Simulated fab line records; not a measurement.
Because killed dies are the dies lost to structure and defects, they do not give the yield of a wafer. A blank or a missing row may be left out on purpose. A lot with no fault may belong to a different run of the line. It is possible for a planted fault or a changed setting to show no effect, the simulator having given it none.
A single fault, viewed from 2 desks    flow nandHarc    numbers are kept per desk, each desk with only its own; the story behind them comes last

METROLOGY DESK
Lot by lot, what the gauges showed, no matter which tool ran the lot: averages of those sampled wafers that carry a number. Marked OUT: a lot whose mean sits more than 4 standard deviations from the usual mean, which makes it out of limits; the brackets give that distance.
Columns: A = thkNm at NHARC_A_BONDPAD_THK_MEAS_20, usual 169.7 nm
lot   first seen here  A
L284  day 19 08:58     170.9
L285  day 19 14:52     171.6
L286  day 19 16:59     170.0
L287  day 19 21:19     169.2
L288  day 20 23:44     168.8
L294  day 22 23:55     169.6
L290  day 23 08:37     169.3
L291  day 24 06:18     168.9
L299  day 24 18:58     170.4
L300  day 24 23:32     168.7
L304  day 25 05:56     170.2
L307  day 25 08:11     169.8
L306  day 25 09:41     169.6
L305  day 25 17:17     171.2
Result from this desk: across the 14 lots, nothing is out of limits.

TOOL OWNER'S DESK, cvdW-02
The tool's own readings at NHARC_A_WL_FILL_CVD_03 (deposits W, target thk 40 nm, time 3302 s): means of the sampled wafers that have a number, for each lot that ran on this tool. Marked OUT: a lot whose mean sits more than 4 standard deviations from the usual mean, which makes it out of limits; the brackets give that distance.
Columns: A = heaterPowerW at NHARC_A_WL_FILL_CVD_03, usual 440 W; B = mfcArSccm at NHARC_A_WL_FILL_CVD_03, usual 1561 sccm; C = susceptorTempC at NHARC_A_WL_FILL_CVD_03, usual 299.92 C; D = throttleValvePct at NHARC_A_WL_FILL_CVD_03, usual 7.94 %
lot   first seen here  A    B     C       D
L299  day 19 23:31     463  1559  299.94  8.15
L300  day 20 01:52     468  1557  299.80  8.07
Result from this desk: across the 2 lots, nothing is out of limits.

BROUGHT TOGETHER
From the metrology desk's view, nothing was out of limits.
Nothing out of limits was seen by the tool owner's desk.

WHAT HAD BEEN PUT IN BY THE SIMULATOR
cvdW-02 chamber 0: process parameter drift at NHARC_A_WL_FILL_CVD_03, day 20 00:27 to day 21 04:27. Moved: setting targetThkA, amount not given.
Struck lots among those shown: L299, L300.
